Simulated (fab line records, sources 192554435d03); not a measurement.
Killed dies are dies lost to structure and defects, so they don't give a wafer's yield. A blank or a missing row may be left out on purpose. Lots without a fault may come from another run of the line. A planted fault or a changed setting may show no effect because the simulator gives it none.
fab line records | flow n5_finfet
record lots=15 wafers=43 last_day=17
route steps=1938 shown BEOL_M0_CUTY@713 BEOL_M0@729 BEOL_M4@1111
lots that met no fault: from a run of the same line without faults
start_h: hours from the record's first day to the start of the lot's first wafer shown | wait_h: hours since the lot's step before | " the same as in the row above | L1.1+2: a row that stands for several wafers | - no value, or no start given | * or withheld: withheld | < > ~ a bound
route shown NAME@n: a module of which the file shows steps, and the number in the route of the first | usual: mean/standard deviation of fault-free wafers | same: alike in all rows | chamber/n: place in a boat | sites: the reading at each site | _std_site: their standard deviation | _edge_site: outer sites' mean less inner sites' | radius_mm: how far each site lies from the wafer's centre | mask NAME#n: copy n | behind: the tool/chamber that last shaped the wafer | hold: why the lot was held/for how many hours/how that ended | device: the transistor (n, p or np) that didn't switch | end of line: the same wafers' tests at the end of the route | a step without rows: its recipe alone | killed: dies lost to structure and defects at the first sort, not the wafer's yield | map: a wafer's dies, x killed, . not, _ none there
set.NAME: the setting as run; set.NAME@STEP: as run at that earlier step | model.NAME: the simulator's own value behind a step, which no gauge read
steps of the route over a sample of lots; a table a step, a row a wafer
services: from which hour (start_h, from the record's first day; less than 0 if before it) a tool's chamber was out of use, for how many hours, and why
## steps
# step N5_BEOL_M0_CUTY_ETCH_63
# recipe chemistry=N2/H2 target=SOC target_depth_a=827 overetch_a=165 mask_material=SiARC temp_c=40 ion_energy_ev=200 time_s=124 pressure_mtorr=30 source_w=840 bias_w=150 n2_flow_sccm=200 h2_flow_sccm=200
# usual bias_w=149.9/0.42 drypump_motor_current_A=5.8/0.49 oes_product_au=0.65/0.073 rf_vpp_V=524.9/2.8 showerhead_plenum_p_Torr=2.58/0.096 throttle_valve_pct=17.85/0.29
# columns lot.wafer tool chamber start_h wait_h bias_w drypump_motor_current_A oes_product_au rf_hours_counter_h rf_vpp_V showerhead_plenum_p_Torr throttle_valve_pct
L287.3 rie_diel-06 1 116.13 0.0 149.7 5.9 0.56 229 519.2 2.41 18.51
L287.4 " 3 " " 149.6 5.7 0.76 12 528.7 2.71 17.64
L287.5 " 1 " " 149.8 5.9 0.57 - 521.7 2.41 18.48
L288.1 rie_diel-02 1 121.71 0.0 150.5 6.6 0.68 67 527.7 2.69 17.54
L288.3 " 0 " " 149.6 6.4 0.63 152 524.4 2.54 17.55
L288.6 " 1 " " 149.6 6.6 0.68 - 527.6 2.69 17.55
L289.1 rie_diel-05 3 130.62 0.0 150.1 4.9 0.60 177 526.2 2.65 17.89
L289.3 " 1 " " 150.2 5.2 0.70 58 523.9 2.59 18.06
L289.4 " 1 " " 149.4 5.2 0.69 - 522.9 2.59 18.07
L290.1 rie_diel-06 2 134.69 0.0 149.8 5.1 0.60 172 520.1 2.43 18.15
L290.3 " 1 " " 149.8 5.9 0.56 235 520.9 2.41 18.50
L290.6 " 1 " " 150.5 5.9 0.56 - 519.5 2.41 18.50
L292.1 rie_diel-05 1 147.30 0.0 150.2 5.2 0.69 65 525.2 2.59 18.08
L292.4 " 0 " " 149.8 5.9 0.77 12 522.6 2.49 17.42
L292.6 " 2 " " 149.2 5.6 0.77 - 528.5 2.72 17.56
L291.1 rie_diel-06 0 147.99 0.0 150.2 5.8 0.57 220 524.3 2.52 18.26
L291.4 " 1 " " 149.3 5.9 0.56 - 519.1 2.41 18.52
L291.5 " 3 " " 149.4 5.7 0.73 - 527.6 2.71 17.66
L294.1 rie_diel-05 1 154.51 0.0 149.8 5.2 0.68 68 525.9 2.59 18.10
L294.2 " 3 " " 150.1 4.9 0.59 187 525.3 2.64 17.90
L294.5 " 1 " " 149.7 5.2 0.69 - 524.3 2.59 18.08
L296.4 rie_diel-02 3 176.43 0.0 149.5 5.8 0.57 233 523.6 2.51 17.92
L296.5 " 0 " " 149.5 6.3 0.61 - 523.8 2.53 17.59
L296.6 " 1 " " 150.3 6.6 0.67 - 526.5 2.68 17.57
L297.2 rie_diel-05 2 180.01 0.0 150.0 5.5 0.74 12 529.3 2.72 17.58
L297.4 " 1 " " 149.2 5.2 0.67 79 522.7 2.58 18.11
L297.5 " 3 " " 149.9 4.9 0.58 - 525.0 2.64 17.93
L302.1 rie_diel-02 1 206.58 0.0 150.5 6.6 0.66 90 527.5 2.68 17.59
L302.3 " 0 " " 150.0 6.4 0.61 184 524.1 2.53 17.62
L305.2 rie_diel-02 2 221.88 0.0 149.7 6.0 0.60 207 524.8 2.63 17.85
L305.3 " 1 " " 150.2 6.6 0.66 94 527.5 2.68 17.60
L305.5 " 1 " " 150.1 6.6 0.65 - 529.0 2.68 17.58
L306.1 rie_diel-06 1 233.85 0.0 149.7 5.9 0.75 20 528.5 2.71 18.13
L306.4 " 2 " " 148.9 5.1 0.58 205 519.9 2.42 18.21
L307.1 rie_diel-02 0 235.16 0.0 150.1 6.4 0.60 195 523.0 2.52 17.63
L307.3 " 2 " " 150.1 5.9 0.59 214 525.1 2.62 17.84
L307.4 " 0 " " 149.7 6.3 0.60 - 523.0 2.52 17.61
L308.2 rie_diel-02 1 247.48 0.0 150.0 6.6 0.65 105 527.6 2.67 17.62
L308.3 " 0 " " 150.7 6.3 0.59 200 523.2 2.52 17.62
L308.4 " 3 " " 150.0 5.8 0.80 4 522.7 2.50 17.51
L309.3 rie_diel-06 3 248.40 0.0 149.6 5.7 0.68 62 528.4 2.69 17.74
L309.4 " 3 " " 149.8 5.7 0.69 - 527.6 2.69 17.70
L309.5 " 2 " " 149.7 5.1 0.59 - 520.3 2.41 18.22
# step N5_BEOL_M0_DEGAS_112
# recipe ambient=vacuum temp_c=250 time_s=60
# usual heater_power_w=317/30
# columns lot.wafer tool chamber start_h wait_h heater_power_w
L287.3 pvd_sputter-01 - 119.56 0.1 331
L287.4 " - " " 269
L287.5 " - " " 322
L288.1 pvd_sputter-01 - 123.36 0.1 330
L288.3 " - " " 318
L288.6 " - " " 271
L289.1 pvd_sputter-01 - 132.04 0.0 344
L289.3 " - " " 319
L289.4 " - " " 278
L290.1 pvd_sputter-01 - 136.65 0.2 329
L290.3 " - " " 266
L290.6 " - " " 326
L292.1 pvd_sputter-01 - 148.45 0.1 355
L292.4 " - " " 330
L292.6 " - " " 273
L291.1 pvd_sputter-02 - 152.54 0.3 280
L291.4 " - " " 369
L291.5 " - " " 377
L294.1 pvd_sputter-02 - 158.42 0.2 366
L294.2 " - " " 285
L294.5 " - " " 334
L296.4 pvd_sputter-02 - 181.92 3.8 319
L296.5 " - " " 320
L296.6 " - " " 280
L297.2 pvd_sputter-01 - 184.27 0.3 345
L297.4 " - " " 322
L297.5 " - " " 322
L302.1 pvd_sputter-03 - 211.40 0.7 288
L302.3 " - " " 312
L305.2 pvd_sputter-01 - 223.76 0.4 349
L305.3 " - " " 311
L305.5 " - " " 276
L306.1 pvd_sputter-01 - 238.73 0.2 324
L306.4 " - " " 346
L307.1 pvd_sputter-01 - 238.99 0.1 349
L307.3 " - " " 325
L307.4 " - " " 303
L308.2 pvd_sputter-01 - 252.95 0.4 323
L308.3 " - " " 318
L308.4 " - " " 267
L309.3 pvd_sputter-02 - 258.74 0.7 319
L309.4 " - " " 368
L309.5 " - " " 367
# step N5_BEOL_M0_PRE_CLEAN_113
# recipe gas=H2/He time_s=30 temp_c=250
# usual heater_power_w=319/31
# columns lot.wafer tool chamber start_h wait_h heater_power_w
L287.3 pvd_sputter-01 - 119.60 0.0 332
L287.4 " - " " 274
L287.5 " - " " 327
L288.1 pvd_sputter-01 - 123.40 0.0 331
L288.3 " - " " 325
L288.6 " - " " 276
L289.1 pvd_sputter-01 - 132.08 0.0 353
L289.3 " - " " 325
L289.4 " - " " 272
L290.1 pvd_sputter-01 - 136.69 0.0 331
L290.3 " - " " 268
L290.6 " - " " 328
L292.1 pvd_sputter-01 - 148.49 0.0 347
L292.4 " - " " 329
L292.6 " - " " 267
L291.1 pvd_sputter-02 - 152.58 0.0 290
L291.4 " - " " 376
L291.5 " - " " 378
L294.1 pvd_sputter-02 - 158.46 0.0 388
L294.2 " - " " 285
L294.5 " - " " 339
L296.4 pvd_sputter-02 - 181.96 0.0 317
L296.5 " - " " 332
L296.6 " - " " 290
L297.2 pvd_sputter-01 - 184.31 0.0 356
L297.4 " - " " 321
L297.5 " - " " 319
L302.1 pvd_sputter-03 - 211.44 0.0 283
L302.3 " - " " 309
L305.2 pvd_sputter-01 - 223.80 0.0 342
L305.3 " - " " 309
L305.5 " - " " 273
L306.1 pvd_sputter-01 - 238.77 0.0 322
L306.4 " - " " 342
L307.1 pvd_sputter-01 - 239.03 0.0 347
L307.3 " - " " 332
L307.4 " - " " 322
L308.2 pvd_sputter-01 - 252.99 0.0 319
L308.3 " - " " 314
L308.4 " - " " 271
L309.3 pvd_sputter-02 - 258.78 0.0 320
L309.4 " - " " 375
L309.5 " - " " 374
# step N5_BEOL_M0_CVD_115
# recipe material=Co target_thk_a=* temp_c=withheld precursor=CCTBA/H2 pressure_torr=30 time_s=120
# usual run_length_s=142.7/0.68
# columns lot.wafer tool chamber start_h wait_h run_length_s
L287.3 cvd_co-01 2 120.14 0.1 142.5
L287.4 " 0 " " 142.6
L287.5 " 0 " " 143.0
L288.1 cvd_co-02 2 124.45 0.5 142.1
L288.3 " 2 " " 142.3
L288.6 " 2 " " 143.3
L289.1 cvd_co-01 2 132.71 0.3 142.5
L289.3 " 0 " " 143.2
L289.4 " 2 " " 142.4
L290.1 cvd_co-01 0 137.40 0.3 142.9
L290.3 " 2 " " 142.4
L290.6 " 2 " " 142.8
L292.1 cvd_co-01 2 150.20 0.0 142.7
L292.4 " 2 " " 142.3
L292.6 " 0 " " 142.6
L291.1 cvd_co-01 2 152.98 0.0 142.9
L291.4 " 0 " " 142.8
L291.5 " 2 " " 143.0
L294.1 cvd_co-02 2 158.86 0.1 142.7
L294.2 " 1 " " 141.4
L294.5 " 0 " " 144.2
L296.4 cvd_co-02 1 182.55 0.1 141.6
L296.5 " 0 " " 144.2
L296.6 " 2 " " 142.4
L297.2 cvd_co-01 2 184.77 0.0 142.5
L297.4 " 2 " " 142.6
L297.5 " 0 " " 143.2
L302.1 cvd_co-02 0 212.44 0.0 110.5
L302.3 " 2 " " 108.8
L305.2 cvd_co-02 0 224.35 0.2 144.0
L305.3 " 2 " " 108.8
L305.5 " 1 " " 141.5
L306.1 cvd_co-02 2 239.13 0.0 108.9
L306.4 " 0 " " 144.1
L307.1 cvd_co-01 0 239.83 0.1 142.6
L307.3 " 2 " " 142.3
L307.4 " 0 " " 143.0
L308.2 cvd_co-01 1 253.41 0.1 142.0
L308.3 " 0 " " 142.8
L308.4 " 1 " " 142.4
L309.3 cvd_co-01 2 259.18 0.0 143.2
L309.4 " 2 " " 143.1
L309.5 " 1 " " 142.1
# step N5_BEOL_M4_RC_MEAS_101
# usual DIBL_N=35.9/1.4 DIBL_P=35.9/1.7 IOFF_N=0.155/0.023 IOFF_P=0.201/0.029 ION_N=672/8.8 ION_P=460/7 SS_N=71.6/0.48 SS_P=73.1/0.64 VT_N=250.0/3 VT_P=-251.6/3
# columns lot.wafer tool chamber start_h wait_h DIBL_N[mV/V] DIBL_P[mV/V] IOFF_N[nA/um] IOFF_P[nA/um] ION_N[uA/um] ION_P[uA/um] SS_N[mV/dec] SS_P[mV/dec] VT_N[mV] VT_P[mV]
L287.3 prober-02 0 170.23 0.3 34.6 35.1 0.131 0.195 667 460 71.7 73.3 250.4 -252.1
L287.4 " 0 " " 38.2 38.6 0.191 0.252 680 464 72.2 74.6 245.9 -250.6
L287.5 " 0 " " 37.1 37.4 0.174 0.229 672 459 71.7 74.0 247.3 -249.8
L288.1 prober-02 0 172.95 0.0 34.9 33.6 0.130 0.184 652 452 71.9 72.2 256.1 -249.7
L288.3 " 0 " " 34.1 33.5 0.120 0.181 660 455 71.0 72.6 254.3 -250.7
L288.6 " 0 " " 35.3 35.0 0.145 0.213 664 463 71.7 72.7 251.9 -250.3
L289.1 prober-02 0 182.94 0.0 35.3 34.0 0.146 0.207 672 469 71.8 72.6 252.7 -248.6
L289.3 " 0 " " 35.4 34.6 0.144 0.206 670 462 71.1 73.0 250.4 -247.5
L289.4 " 0 " " 36.0 36.0 0.163 0.232 688 475 72.0 73.2 248.6 -247.8
L292.1 prober-01 0 191.89 0.0 32.8 34.9 0.126 0.168 663 453 71.3 73.3 254.2 -257.0
L292.4 " 0 " " 35.5 37.1 0.165 0.200 671 456 71.5 73.6 250.1 -254.1
L292.6 " 0 " " 35.6 37.1 0.161 0.208 668 459 72.1 73.6 251.3 -250.2
L290.1 prober-02 0 194.31 0.0 36.2 35.5 0.143 0.188 669 458 71.7 72.4 251.5 -255.1
L290.3 " 0 " " 37.7 36.6 0.163 0.202 666 456 72.1 73.5 251.0 -252.9
L290.6 " 0 " " 35.9 35.5 0.145 0.190 674 462 71.3 72.6 250.1 -252.0
L291.1 prober-01 0 198.70 0.0 36.1 36.3 0.168 0.217 675 460 72.0 73.0 247.6 -250.3
L291.4 " 0 " " 36.0 36.4 0.163 0.207 676 458 71.1 73.4 250.3 -251.0
L291.5 " 0 " " 35.6 36.0 0.172 0.213 673 457 71.3 73.2 248.9 -250.2
L294.1 prober-02 0 216.75 0.0 33.8 33.6 0.126 0.147 669 453 70.9 72.7 251.1 -256.9
L294.2 " 0 " " 35.1 34.5 0.141 0.155 669 443 71.8 72.7 251.5 -256.8
L294.5 " 0 " " 34.4 34.1 0.131 0.148 665 448 70.8 72.1 252.5 -256.1
L296.4 prober-02 0 234.46 0.5 33.1 31.8 0.114 0.162 657 454 71.0 72.5 251.4 -253.1
L296.5 " 0 " " 35.3 34.6 0.157 0.205 674 459 71.5 73.1 247.7 -252.2
L296.6 " 0 " " 33.2 32.0 0.117 0.164 674 458 69.9 71.5 253.3 -252.7
L297.2 prober-01 0 243.98 0.2 34.5 35.1 0.126 0.184 654 457 71.1 72.0 255.7 -250.0
L297.4 " 0 " " 37.0 37.8 0.169 0.221 685 474 71.7 73.6 249.0 -250.5
L297.5 " 0 " " 35.2 35.1 0.134 0.179 661 460 70.8 72.5 250.9 -252.3
L302.1 prober-02 0 274.33 0.0 36.0 36.6 0.150 0.225 664 461 71.5 73.4 249.7 -246.4
L302.3 " 0 " " 36.6 37.4 0.164 0.237 683 474 72.0 73.5 247.9 -245.8
L305.2 prober-02 0 279.34 0.2 34.5 34.7 0.131 0.146 660 448 71.4 72.9 254.0 -258.7
L305.3 " 0 " " 34.9 35.5 0.134 0.149 680 456 71.4 73.7 254.3 -256.1
L305.5 " 0 " " 34.1 34.6 0.125 0.140 658 445 71.2 72.8 251.2 -257.9
L307.1 prober-02 0 286.47 0.0 39.1 39.8 0.211 0.260 682 462 72.3 74.4 243.3 -250.6
L307.3 " 0 " " 38.5 39.4 0.195 0.250 685 464 72.4 73.7 248.6 -249.5
L307.4 " 0 " " 37.6 38.0 0.187 0.231 686 469 71.8 73.0 243.6 -249.3
L306.1 prober-01 0 286.94 0.0 36.6 37.5 0.168 0.213 682 461 72.3 73.8 248.7 -250.7
L306.4 " 0 " " 36.3 37.9 0.170 0.217 676 460 72.0 74.1 248.1 -251.7
L308.2 prober-01 0 304.38 0.2 35.4 36.7 0.188 0.220 688 469 71.3 73.3 243.8 -248.9
L308.3 " 0 " " 36.3 38.7 0.205 0.250 680 465 71.7 73.7 244.3 -249.2
L308.4 " 0 " " 37.0 39.4 0.231 0.267 676 462 72.3 74.4 243.5 -249.4
L309.3 prober-01 0 306.07 0.6 35.9 35.7 0.155 0.183 679 461 71.4 72.8 248.4 -253.1
L309.4 " 0 " " 37.2 35.9 0.157 0.196 670 454 71.7 73.5 250.7 -252.3
L309.5 " 0 " " 34.9 34.2 0.132 0.171 666 451 70.5 73.4 252.3 -254.2
## services
# columns tool chamber start_h hours kind
rie_diel-05 0 97.85 - clean
rie_diel-05 0 97.85 - consumable_replace:focus_ring
rie_diel-05 0 97.85 20.0 scheduled_down
rie_diel-05 0 97.85 20.0 vent_cycle
rie_diel-06 1 99.50 6.9 repair
pvd_sputter-02 - 104.76 2.3 repair
cvd_co-02 2 110.89 11.5 repair
cvd_co-01 1 116.18 24.8 repair
cvd_co-02 1 122.41 - clean
cvd_co-02 1 122.41 22.0 scheduled_down
cvd_co-02 1 122.41 22.0 vent_cycle
rie_diel-06 1 170.03 - clean
rie_diel-06 1 170.03 - consumable_replace:focus_ring
rie_diel-06 1 170.03 - consumable_replace:showerhead
rie_diel-06 1 170.03 12.2 scheduled_down
rie_diel-06 1 170.03 12.2 vent_cycle
rie_diel-06 0 200.31 15.8 repair
rie_diel-02 3 221.54 - clean
rie_diel-02 3 221.54 - consumable_replace:focus_ring
cvd_co-01 - 228.17 6.0 pm
rie_diel-06 0 247.37 - clean
rie_diel-06 0 247.37 - consumable_replace:focus_ring
rie_diel-06 0 247.37 23.0 scheduled_down
rie_diel-06 0 247.37 23.0 vent_cycle
## key
first_sign step=N5_BEOL_M0_CVD_115 reading=run_length_s direction=down sigmas=49 usual=* struck=*
effect none on later readings
met_at N5_BEOL_M0_CVD_115
struck_lots L302,L305,L306
struck_wafers L302.1,L302.3,L305.3,L306.1
sort_left_out L302.1,L302.3,L305.3,L306.1
not_acting_at N5_BEOL_M0_CUTY_ETCH_63,N5_BEOL_M0_DEGAS_112,N5_BEOL_M0_PRE_CLEAN_113
onset_between 182.55 212.44
fault kind=process_parameter_drift tool=cvd_co-02 chamber=- onset_h=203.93 steps=N5_BEOL_M0_CVD_115 channel=time_s offset=* shape=step end_h=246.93 scope=struck_wafers_only acts_in=* stated=*
# sort_left_out: the simulated sort isn't trusted on such a fault, so these wafers' sort isn't shown, and their yield isn't known
